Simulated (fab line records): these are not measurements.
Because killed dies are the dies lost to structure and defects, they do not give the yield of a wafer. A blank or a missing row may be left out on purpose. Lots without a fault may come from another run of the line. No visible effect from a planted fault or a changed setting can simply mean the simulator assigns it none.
fab line records	flow n5Finfet
record: lots: 6	wafers: 18	lastDay: 18
route steps=1938 shown BEOL_M9@1446 PASSIVATION@1936
lots with no fault: from the same line, run without faults
startH: start of the lot's first displayed wafer, in hours after the record's first day	waitH: hours since the lot's step before	" same as the row above	L1.1+2: several wafers, shown together as one row	- no value, or no start given	* or withheld: withheld	< > ~ a bound
route shown NAME@n: names a module that has steps shown in the file, with the first one's number in the route	usual: the fault-free wafers' mean and standard deviation	same: alike in all rows	chamber/n: place in a boat	sites: the reading at each site	_std_site: standard deviation across them	_edge_site: inner sites' mean taken away from outer sites' mean	radiusMm: how far each site lies from the wafer's centre	mask NAME#n: copy n	behind: tool/chamber where the wafer was last shaped	hold: the reason the lot was held/the length of the hold in hours/how it ended	device: transistor that didn't switch, given as n, p or np	end of line: tests run on the same wafers once the route is complete	a step given without rows: its recipe and nothing more	killed: dies lost to structure and defects at the first sort, not the wafer's yield	map: a wafer's dies, marking killed ones x, the rest . and places with no die _
set.NAME: the setting the step ran with; set.NAME@STEP: the setting that earlier step ran with	model.NAME: the simulator's own value behind a step, which no gauge read
certain route steps with their lots: each step a table, each wafer a row
services: the hour from which a tool's chamber was out of use, counted from the record's first day as startH (under 0 if before that day), plus the number of hours and why
== steps ==
step: N5_BEOL_M9_TRENCH_ETCH_37
recipe: chemistry: C4F6/O2	targetDepthA: 1514.3	target: SiCOH_lowk	timeS: 49	ionEnergyEv: 250	pressureMtorr: 30	sourceW: 345	biasW: 185	Ar_flow_sccm: 300	C4F6_flow_sccm: 10	O2_flow_sccm: 10
usual: chamberPressureMTorr: 30.000/0.026	drypumpMotorCurrentA: 5.9/0.4	oes_o_777_au: 0.80/0.074	oesProductAu: 0.81/0.085	rfVppV: 673/8.3	showerheadPlenumPTorr: 2.89/0.095	throttleValvePct: 21.09/0.16
lot.wafer	tool	chamber	startH	waitH	chamberPressureMTorr	drypumpMotorCurrentA	oes_o_777_au	oesProductAu	rfHoursCounterH	rfVppV	showerheadPlenumPTorr	throttleValvePct
L746.3	rieDiel-05	3	-	-	30.003	5.1	0.90	0.94	11	688	3.02	20.80
L746.5	"	3	"	"	29.996	5.1	0.90	0.95	-	689	3.02	20.78
L746.6	"	0	"	"	29.968	6.8	0.78	0.81	-	684	2.99	20.85
L748.1	rieDiel-06	3	-	-	29.993	5.9	0.78	0.80	103	666	2.77	21.09
L748.2	"	1	"	"	29.981	6.4	0.75	0.74	175	681	2.94	21.34
L748.6	"	1	"	"	29.977	6.4	0.76	0.75	-	682	2.94	21.33
L751.2	rieDiel-06	0	-	-	30.039	5.8	0.89	0.92	15	678	2.90	21.11
L751.5	"	0	"	"	29.966	5.8	0.89	0.92	-	677	2.90	21.10
L751.6	"	3	"	"	30.009	5.9	0.77	0.81	-	669	2.77	21.10
L753.2	rieDiel-05	1	-	-	29.981	5.4	0.74	0.74	166	661	2.70	20.81
L753.3	"	3	"	"	30.072	5.1	0.86	0.91	27	689	3.01	20.80
L753.6	"	3	"	"	29.951	5.1	0.87	0.90	-	689	3.01	20.83
L757.2	rieDiel-03	1	-	-	29.981	6.1	0.73	0.72	200	666	2.85	21.15
L757.3	"	3	"	"	29.993	5.6	0.70	0.69	213	652	2.82	21.09
L757.4	"	0	"	"	30.031	5.9	0.77	0.78	-	674	2.88	21.13
L761.1	rieDiel-06	1	-	-	30.012	6.4	0.72	0.70	221	680	2.92	21.40
L761.2	"	2	"	"	29.978	5.5	0.85	0.87	43	669	3.03	20.92
L761.6	"	3	"	"	29.993	5.9	0.74	0.76	-	668	2.75	21.15
step: N5_BEOL_M9_ETCH_41
recipe: chemistry: CH3F/O2	target: SiCN	targetDepthA: 366	taperDeg: 2	timeS: 70.1	ionEnergyEv: 120	maskMaterial: TiN	pressureMtorr: 30	sourceW: 395	biasW: 75	Ar_flow_sccm: 150	CH3F_flow_sccm: 30	O2_flow_sccm: 20
usual: chamberPressureMTorr: 29.999/0.028	drypumpMotorCurrentA: 5.9/0.4	oesProductAu: 0.81/0.085	rfVppV: 297.9/1.6	showerheadPlenumPTorr: 2.03/0.07	throttleValvePct: 16.44/0.18
lot.wafer	tool	chamber	startH	waitH	chamberPressureMTorr	drypumpMotorCurrentA	oesProductAu	rfHoursCounterH	rfVppV	showerheadPlenumPTorr	throttleValvePct
L746.3	rieDiel-05	3	-	-	29.969	5.1	0.96	11	299.6	2.12	16.12
L746.5	"	3	"	"	30.013	5.1	0.96	-	299.5	2.12	16.14
L746.6	"	0	"	"	29.974	6.8	0.82	-	301.4	2.11	16.23
L748.1	rieDiel-06	3	-	-	30.034	5.9	0.81	103	297.1	1.94	16.44
L748.2	"	1	"	"	29.993	6.3	0.75	175	297.6	2.07	16.72
L748.6	"	1	"	"	30.018	6.4	0.74	-	298.7	2.07	16.71
L751.2	rieDiel-06	0	-	-	30.014	5.8	0.92	15	296.8	2.04	16.43
L751.5	"	0	"	"	29.999	5.8	0.93	-	297.9	2.04	16.42
L751.6	"	3	"	"	30.000	5.9	0.81	-	295.9	1.94	16.45
L753.2	rieDiel-05	1	-	-	29.981	5.3	0.74	166	295.2	1.90	16.27
L753.3	"	3	"	"	29.959	5.1	0.92	27	298.9	2.12	16.15
L753.6	"	3	"	"	30.036	5.1	0.91	-	298.6	2.12	16.15
L757.2	rieDiel-03	1	-	-	30.010	6.1	0.71	200	296.9	2.00	16.51
L757.3	"	3	"	"	29.978	5.7	0.70	213	297.9	1.98	16.51
L757.4	"	0	"	"	30.031	5.9	0.77	-	296.7	2.02	16.47
L761.1	rieDiel-06	1	-	-	30.019	6.3	0.71	221	297.1	2.06	16.78
L761.2	"	2	"	"	29.970	5.5	0.87	43	299.9	2.13	16.22
L761.6	"	3	"	"	29.996	5.9	0.77	-	296.7	1.93	16.52
step: N5_BEOL_M9_STRIP_80
recipe: chemistry: N2/H2	timeS: 10	powerW: 450	tempC: 40	pressureMtorr: 20	rfFrequencyHz: 6e+07	biasPowerW: 7	n2FlowSccm: 200	h2FlowSccm: 200
step: N5_BEOL_M9_OCD_MEAS_38
usual: trenchDepthNm: 151/3.2
lot.wafer	tool	chamber	startH	waitH	trenchDepthNm
L746.3	ocd-01	-	228.16	-	155
L746.5	"	-	"	"	156
L746.6	"	-	"	"	151
L748.1	ocd-01	-	241.08	-	148
L748.2	"	-	"	"	148
L748.6	"	-	"	"	150
L751.2	ocd-02	-	257.77	-	151
L751.5	"	-	"	"	151
L751.6	"	-	"	"	148
L753.2	ocd-02	-	278.03	-	148
L753.3	"	-	"	"	157
L753.6	"	-	"	"	156
L757.2	ocd-02	-	304.28	-	149
L757.3	"	-	"	"	149
L757.4	"	-	"	"	153
L761.1	ocd-01	-	364.89	-	147
L761.2	"	-	"	"	153
L761.6	"	-	"	"	146
step: N5_BEOL_M9_HM_STRIP_39
recipe: chemistry: peroxideTinStrip	material: TiN	targetDepthA: 250	tempC: 50	timeS: 158
step: N5_BEOL_M9_SRD_40
recipe: timeS: 30	tempC: 23	rinseLiquid: diw	dry: ipaMarangoni
step: N5_BEOL_M9_PRECLEAN_42
recipe: chemistry: residueRemover	timeS: 60	tempC: 40
step: N5_BEOL_M9_SRD_43
recipe: timeS: 30	tempC: 23	rinseLiquid: diw	dry: ipaMarangoni
step: N5_BEOL_M9_CD_MEAS_35
recipe: targetCdNm: 70	targetCdYNm: 40	polarity: opening
usual: cdNm: 70.1/0.65
lot.wafer	tool	chamber	startH	waitH	cdNm
L746.3	cdSem-01	-	228.32	0.0	68.8
L746.5	"	-	"	"	69.1
L746.6	"	-	"	"	70.3
L748.1	cdSem-02	-	241.24	0.0	70.1
L748.2	"	-	"	"	69.7
L748.6	"	-	"	"	71.2
L751.2	cdSem-02	-	257.93	0.0	70.6
L751.5	"	-	"	"	70.9
L751.6	"	-	"	"	70.0
L753.2	cdSem-01	-	278.18	0.0	70.0
L753.3	"	-	"	"	69.6
L753.6	"	-	"	"	69.7
L757.2	cdSem-03	-	304.44	0.0	70.5
L757.3	"	-	"	"	69.9
L757.4	"	-	"	"	70.4
L761.1	cdSem-02	-	365.04	0.0	71.5
L761.2	"	-	"	"	71.2
L761.6	"	-	"	"	71.1
step: N5_BEOL_M9_CURE_72
recipe: tempC: 370	timeS: 120	ambient: DMADMS/He	material: SiCOH_lowk
usual: lampPowerPct: 52.31/0.054	wafer_temp_C_max: 371.7/0.56
lot.wafer	tool	chamber	startH	waitH	lampPowerPct	wafer_temp_C_max
L746.3	uvCure-01	0	228.46	0.1	52.31	373.6
L746.5	"	0	"	"	52.30	371.9
L746.6	"	0	"	"	52.28	372.9
L748.1	uvCure-01	2	241.28	0.0	52.35	371.7
L748.2	"	2	"	"	52.32	371.5
L748.6	"	2	"	"	52.31	372.0
L751.2	uvCure-02	1	258.02	0.1	52.29	371.3
L751.5	"	1	"	"	52.36	370.8
L751.6	"	1	"	"	52.36	370.9
L753.2	uvCure-01	2	278.32	0.1	52.29	372.1
L753.3	"	2	"	"	52.39	371.2
L753.6	"	2	"	"	52.32	371.7
L757.2	uvCure-01	2	304.53	0.1	52.35	371.9
L757.3	"	2	"	"	52.31	372.2
L757.4	"	2	"	"	52.27	372.4
L761.1	uvCure-02	2	365.09	0.0	52.38	372.3
L761.2	"	2	"	"	52.24	371.8
L761.6	"	2	"	"	52.38	371.9
step: N5_BEOL_M9_DEGAS_44
recipe: ambient: vacuum	tempC: 250	timeS: 60
usual: heaterPowerW: 326/36
lot.wafer	tool	chamber	startH	waitH	heaterPowerW
L746.3	pvdSputter-02	-	228.97	0.5	409
L746.5	"	-	"	"	316
L746.6	"	-	"	"	301
L748.1	pvdSputter-02	-	242.00	0.6	412
L748.2	"	-	"	"	314
L748.6	"	-	"	"	319
L751.2	pvdSputter-01	-	258.45	0.4	380
L751.5	"	-	"	"	370
L751.6	"	-	"	"	316
L753.2	pvdSputter-03	-	279.87	1.4	331
L753.3	"	-	"	"	311
L753.6	"	-	"	"	275
L757.2	pvdSputter-02	-	306.14	1.6	303
L757.3	"	-	"	"	304
L757.4	"	-	"	"	313
L761.1	pvdSputter-01	-	365.68	0.5	283
L761.2	"	-	"	"	314
L761.6	"	-	"	"	294
step: N5_BEOL_M9_PRE_CLEAN_45
recipe: gas: H2/He	timeS: 30	tempC: 250
step: N5_BEOL_M9_ALD_74
recipe: material: TaN	targetThkA: 20	tempC: 275	aldPrecursorFamily: PDMAT	aldCoReactant: NH3	pressureTorr: 3	carrierFlowSccm: 1500	pulseTimeS: 2	purgeTimeS: 3	coReactantPurgeTimeS: 2	coReactantPulseTimeS: 3	aldCycles: 40	precursorVesselTempC: 75	precursorVesselPressureTorr: 26.25	precursorVesselCarrierSccm: 1000
usual: aldCycles: 40/0	heaterPowerW: 455/55
lot.wafer	tool	chamber	startH	waitH	aldCycles	heaterPowerW	sinceWetCleanH	model.TaN_of_BEOL_M9_ALD_74.thkNm
L746.3	aldMetal-02	1	229.07	0.0	40	525	2969	2
L746.5	"	1	"	"	40	524	-	2
L746.6	"	0	"	"	40	379	-	2
L748.1	aldMetal-04	2	242.10	0.0	40	413	1443	2
L748.2	"	1	"	"	40	484	1443	2
L748.6	"	1	"	"	40	484	-	2
L751.2	aldMetal-04	2	258.57	0.1	29	409	1460	1.4
L751.5	"	0	"	"	29	363	-	1.4
L751.6	"	3	"	"	29	474	-	1.4
L753.2	aldMetal-04	2	279.97	0.0	29	435	1481	1.4
L753.3	"	0	"	"	29	354	1481	1.4
L753.6	"	3	"	"	29	455	-	1.4
L757.2	aldMetal-02	3	306.24	0.0	40	510	3046	2
L757.3	"	0	"	"	40	375	3046	2
L757.4	"	0	"	"	40	378	-	2
L761.1	aldMetal-02	2	365.82	0.1	40	499	3106	2
L761.2	"	0	"	"	40	377	3106	2
L761.6	"	2	"	"	40	495	-	2
step: N5_BEOL_M9_SURFACE_TREAT_79
recipe: gas: Ar	timeS: *	ionEnergyEv: *	ionCurrentMaCm2: 0.5	pressureMtorr: *	arFlowSccm: 30
usual: throttleValvePct: *
lot.wafer	tool	chamber	startH	waitH	throttleValvePct
L746.3	pvdSputter-02	-	229.49	0.3	*
L746.5	"	-	"	"	*
L746.6	"	-	"	"	*
L748.1	pvdSputter-01	-	242.43	0.2	*
L748.2	"	-	"	"	*
L748.6	"	-	"	"	*
L751.2	pvdSputter-01	-	-	-	*
L751.5	"	-	"	"	*
L751.6	"	-	"	"	*
L753.2	pvdSputter-02	-	-	-	*
L753.3	"	-	"	"	*
L753.6	"	-	"	"	*
L757.2	pvdSputter-01	-	306.53	0.2	*
L757.3	"	-	"	"	*
L757.4	"	-	"	"	*
L761.1	pvdSputter-03	-	367.42	1.5	*
L761.2	"	-	"	"	*
L761.6	"	-	"	"	*
step: N5_PASSIVATION_PROBE_49
usual: defectLimitedYield: 91.0/1.5	killed_at_M0_to_M3: 35/11	killed_at_M4_up: 13/6	killedAtContacts: 14/6.5	killedAtFrontEnd: 40/12	killedAtOther: 4/3.4	killedDies: 106/18	killedOpen: 68/14	killedShort: 35/7.7	sort_bin_4_leakage: 0/0	sort_bin_5_function: 5.2/0.98	sort_bin_6_memory: 3.4/0.72	sortNPass: 1074/18	sortYieldPct: 91.0/1.5
same: grossDies: 1180	killedAtBackSide: 0	sort_bin_8_speed[%]: 0
lot.wafer	tool	chamber	startH	waitH	defectLimitedYield[%]	killed_at_M0_to_M3	killed_at_M4_up	killedAtContacts	killedAtFrontEnd	killedAtOther	killedDies	killedOpen	killedShort	sort_bin_4_leakage[%]	sort_bin_5_function[%]	sort_bin_6_memory[%]	sortNPass	sortYieldPct[%]
L746.3	prober-02	-	292.75	0.1	87.6	53	5	32	50	6	146	92	53	0	7.7	4.5	1034	87.6
L746.5	prober-02	-	292.85	0.2	90.6	44	10	23	27	7	111	71	38	0	5.2	3.6	1069	90.6
L746.6	prober-02	-	292.90	0.3	90.0	59	3	23	26	7	118	76	42	0	5.6	3.9	1062	90.0
L748.1	prober-02	-	302.41	0.0	89.0	58	12	14	43	3	130	88	37	0	6.4	4.3	1050	89.0
L748.2	prober-02	-	302.46	0.1	94.1	24	10	18	18	0	70	46	22	0	3.8	1.9	1110	94.1
L748.6	prober-02	-	302.66	0.3	92.7	40	12	10	20	4	86	60	24	0	4.1	3.0	1094	92.7
L753.2	prober-01	-	345.10	0.1	90.3	35	15	19	41	4	114	66	40	0	5.2	3.8	1066	90.3
L753.3	prober-01	-	345.15	0.1	89.9	28	22	8	58	3	119	64	50	0.08	6.1	3.6	1061	89.9
L753.6	prober-01	-	345.30	0.3	90.4	41	14	6	44	8	113	55	46	0	5.0	3.3	1067	90.4
L751.2	prober-02	-	361.94	0.1	90.7	17	20	18	44	11	110	75	32	0	5.3	3.8	1070	90.7
L751.5	prober-02	-	362.09	0.2	89.7	44	4	13	56	5	122	80	37	0.08	6.4	3.6	1058	89.7
L751.6	prober-02	-	362.14	0.3	89.6	25	10	16	67	5	123	81	39	0.08	6.9	3.2	1057	89.6
L757.2	prober-02	-	366.62	0.1	91.8	28	18	8	40	3	97	55	42	0	5.1	2.7	1083	91.8
L757.3	prober-02	-	366.67	0.1	91.0	33	21	15	32	5	106	66	39	0	6.1	2.6	1074	91.0
L757.4	prober-02	-	366.72	0.2	90.8	29	21	4	52	3	109	61	45	0	5.8	2.8	1071	90.8
L761.1	prober-02	-	425.38	0.0	89.1	33	28	28	40	0	129	101	28	0	6.2	4.7	1051	89.1
L761.2	prober-02	-	425.43	0.1	89.7	57	15	9	41	0	122	76	45	0	6.2	3.7	1058	89.7
L761.6	prober-02	-	425.63	0.3	90.3	35	25	6	49	0	115	77	37	0	5.8	3.6	1065	90.3
killed by level:class
L746.3 MOL_CONTACT_COAG:geometricParticle:open=26 BEOL_M0_SAQP:geometricParticle:open=16 STI_FIN_REVEAL:geometricParticle:open=15 BEOL_M0_SAQP:geometricParticle:short=12 BEOL_M2:geometricParticle:open=10 FIN_SAQP:geometricParticle:open=8 GATE_CUT:geometricParticle:short=7 FIN_SAQP:geometricParticle:short=5
L746.5 MOL_CONTACT_COAG:geometricParticle:open=21 FIN_SAQP:geometricParticle:open=11 BEOL_M0_SAQP:geometricParticle:open=11 BEOL_M2:geometricParticle:open=8 BEOL_M0_SAQP:geometricParticle:short=7 BEOL_M2:geometricParticle:short=6 BEOL_M3:geometricParticle:open=5 MIM_TOP_ETCH:geometricParticle:short=4
L746.6 MOL_CONTACT_COAG:geometricParticle:open=18 BEOL_M0_SAQP:geometricParticle:open=16 BEOL_M0_SAQP:geometricParticle:short=16 BEOL_M2:geometricParticle:open=12 FIN_SAQP:geometricParticle:open=6 GATE_CUT:geometricParticle:short=5 MOL_CONTACT_COAG:geometricParticle:short=5 BEOL_M1:geometricParticle:open=4
L748.1 FIN_SAQP:geometricParticle:open=22 BEOL_M0_SAQP:geometricParticle:short=22 BEOL_M0_SAQP:geometricParticle:open=21 MOL_CONTACT_COAG:geometricParticle:open=10 BEOL_M1:geometricParticle:open=7 DUMMY_GATE:geometricParticle:open=5 BEOL_M5:geometricParticle:open=5 FIN_SAQP:geometricParticle:short=4
L748.2 MOL_CONTACT_COAG:geometricParticle:open=13 BEOL_M0_SAQP:geometricParticle:open=8 BEOL_M0_SAQP:geometricParticle:short=7 FIN_SAQP:geometricParticle:open=5 MOL_CONTACT_COAG:geometricParticle:short=5 BEOL_M1:geometricParticle:open=3 BEOL_M3:geometricParticle:open=3 BEOL_M4:geometricParticle:open=3
L748.6 BEOL_M0_SAQP:geometricParticle:open=12 BEOL_M3:geometricParticle:open=10 BEOL_M0_SAQP:geometricParticle:short=9 MOL_CONTACT_COAG:geometricParticle:open=6 BEOL_M8:geometricParticle:open=6 DUMMY_GATE:geometricParticle:open=5 MOL_CONTACT_COAG:geometricParticle:short=4 FIN_SAQP:geometricParticle:open=3
L753.2 MOL_CONTACT_COAG:geometricParticle:open=17 BEOL_M0_SAQP:geometricParticle:short=8 GATE_CUT:geometricParticle:short=6 FIN_SAQP:geometricParticle:open=5 FIN_SAQP:geometricParticle:short=5 BEOL_M1:geometricParticle:open=5 BEOL_M0_SAQP:geometricParticle:open=5 BEOL_M1:geometricParticle:short=5
L753.3 FIN_SAQP:geometricParticle:short=11 STI_FIN_REVEAL:geometricParticle:open=9 MOL_CONTACT_COAG:geometricParticle:open=7 SPACER0:geometricParticle:short=6 GATE_CUT:geometricParticle:short=6 BEOL_M3:geometricParticle:open=6 BEOL_M1:geometricParticle:open=5 BEOL_M4:geometricParticle:open=5
L753.6 FIN_SAQP:geometricParticle:short=11 HKMG_FIN:areaEtch=10 BEOL_M0_SAQP:geometricParticle:short=9 BEOL_M0_SAQP:geometricParticle:open=9 BEOL_M3:geometricParticle:open=8 BEOL_M4:geometricParticle:open=7 FIN_SAQP:geometricParticle:open=5 BEOL_M1:geometricParticle:short=5
L751.2 MOL_CONTACT_COAG:geometricParticle:open=14 STI_FIN_REVEAL:geometricParticle:open=12 GATE_CUT:geometricParticle:open=7 FIN_SAQP:geometricParticle:open=6 BEOL_M4:geometricParticle:open=6 GATE_CUT:geometricParticle:short=5 BEOL_M0_SAQP:geometricParticle:open=4 BEOL_M3:geometricParticle:open=4
L751.5 STI_FIN_REVEAL:geometricParticle:open=18 MOL_CONTACT_COAG:geometricParticle:open=10 FIN_SAQP:geometricParticle:short=9 BEOL_M2:geometricParticle:open=9 BEOL_M3:geometricParticle:open=9 FIN_SAQP:geometricParticle:open=8 BEOL_M0_SAQP:geometricParticle:open=8 BEOL_M0_SAQP:geometricParticle:short=8
L751.6 STI_FIN_REVEAL:geometricParticle:open=29 MOL_CONTACT_COAG:geometricParticle:open=14 FIN_SAQP:geometricParticle:open=10 FIN_SAQP:geometricParticle:short=9 BEOL_M0_SAQP:geometricParticle:open=6 GATE_CUT:geometricParticle:short=6 BEOL_M0_SAQP:geometricParticle:short=5 BEOL_M2:geometricParticle:open=5
L757.2 BEOL_M1:geometricParticle:open=9 BEOL_M4:geometricParticle:open=8 FIN_SAQP:geometricParticle:open=7 FIN_SAQP:geometricParticle:short=7 MOL_CONTACT_COAG:geometricParticle:open=7 BEOL_M0_SAQP:geometricParticle:short=6 STARTING-WAFER:geometricParticle:open=6 GATE_CUT:geometricParticle:short=5
L757.3 MOL_CONTACT_COAG:geometricParticle:open=13 BEOL_M0_SAQP:geometricParticle:open=8 BEOL_M4:geometricParticle:open=8 BEOL_M0_SAQP:geometricParticle:short=7 GATE_CUT:geometricParticle:short=6 FIN_SAQP:geometricParticle:open=5 BEOL_M2:geometricParticle:open=5 STARTING-WAFER:geometricParticle:open=5
L757.4 FIN_SAQP:geometricParticle:short=16 BEOL_M0_SAQP:geometricParticle:open=15 STI_FIN_REVEAL:geometricParticle:open=9 FIN_SAQP:geometricParticle:open=7 BEOL_M4:geometricParticle:short=6 GATE_CUT:geometricParticle:short=6 GATE_CUT:geometricParticle:open=6 BEOL_M2:geometricParticle:short=6
L761.1 MOL_CONTACT_COAG:geometricParticle:open=24 BEOL_M4:geometricParticle:open=22 FIN_SAQP:geometricParticle:short=12 BEOL_M3:geometricParticle:open=9 BEOL_M2:geometricParticle:open=8 STI_FIN_REVEAL:geometricParticle:open=7 DUMMY_GATE:geometricParticle:open=5 FIN_SAQP:geometricParticle:open=4
L761.2 BEOL_M0_SAQP:geometricParticle:open=15 BEOL_M0_SAQP:geometricParticle:short=14 BEOL_M3:geometricParticle:open=13 FIN_SAQP:geometricParticle:open=10 FIN_SAQP:geometricParticle:short=10 BEOL_M4:geometricParticle:open=9 MOL_CONTACT_COAG:geometricParticle:open=6 BEOL_M3:geometricParticle:short=5
L761.6 FIN_SAQP:geometricParticle:open=13 FIN_SAQP:geometricParticle:short=12 BEOL_M4:geometricParticle:open=12 BEOL_M3:geometricParticle:open=9 STI_FIN_REVEAL:geometricParticle:open=8 BEOL_M1:geometricParticle:open=7 MOL_CONTACT_COAG:geometricParticle:open=6 BEOL_M4:geometricParticle:short=6
== services ==
tool	chamber	startH	hours	kind
aldMetal-02	-	204.72	0.8	repair
pvdSputter-02	-	205.02	2.0	repair
uvCure-02	-	210.46	2.8	pm
rieDiel-06	2	216.82	-	clean
rieDiel-06	2	216.82	-	consumableReplace:focusRing
rieDiel-06	2	216.82	-	consumableReplace:showerhead
rieDiel-06	2	216.82	14.5	scheduledDown
rieDiel-06	2	216.82	14.5	ventCycle
uvCure-01	-	220.47	1.0	pm
rieDiel-06	-	230.51	0.5	repair
rieDiel-06	2	237.70	13.5	repair
pvdSputter-01	-	246.25	3.0	repair
uvCure-02	-	252.87	0.4	repair
aldMetal-02	1	288.42	30.4	repair
uvCure-02	-	293.88	0.3	repair
rieDiel-03	2	302.30	-	clean
rieDiel-05	3	311.98	18.2	repair
rieDiel-05	2	324.13	30.9	repair
uvCure-01	-	328.61	6.0	pm
pvdSputter-01	-	335.05	1.8	repair
uvCure-01	-	343.48	25.3	repair
aldMetal-02	0	351.13	3.6	repair
pvdSputter-01	-	354.34	9.6	repair
pvdSputter-01	-	366.21	1.5	repair
== key ==
firstSign: step: N5_BEOL_M9_ALD_74	reading: aldCycles	direction: down	sigmas: 99+	usual: *	struck: *
effect none on later readings
modelEffect: step: N5_BEOL_M9_ALD_74	value: TaN_of_BEOL_M9_ALD_74.thkNm	without: 2	struck: 1.4
metAt N5_BEOL_M9_ALD_74
struckWafers L751.2,L751.5,L751.6,L753.2,L753.3,L753.6
baselineLoss: step: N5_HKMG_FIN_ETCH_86	wafers: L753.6
onsetBetween 242.10 258.57
fault: kind: processParameterDrift	tool: aldMetal-04	chamber: -	onsetH: 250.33	steps: N5_BEOL_M9_ALD_74	channel: aldCycles	offset: *	shape: step	endH: 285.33	actsIn: *	stated: *
baselineLoss: these wafers lose ten dies or more at that step, a loss of the line's own and not of a fault; the sort's usual values leave them out
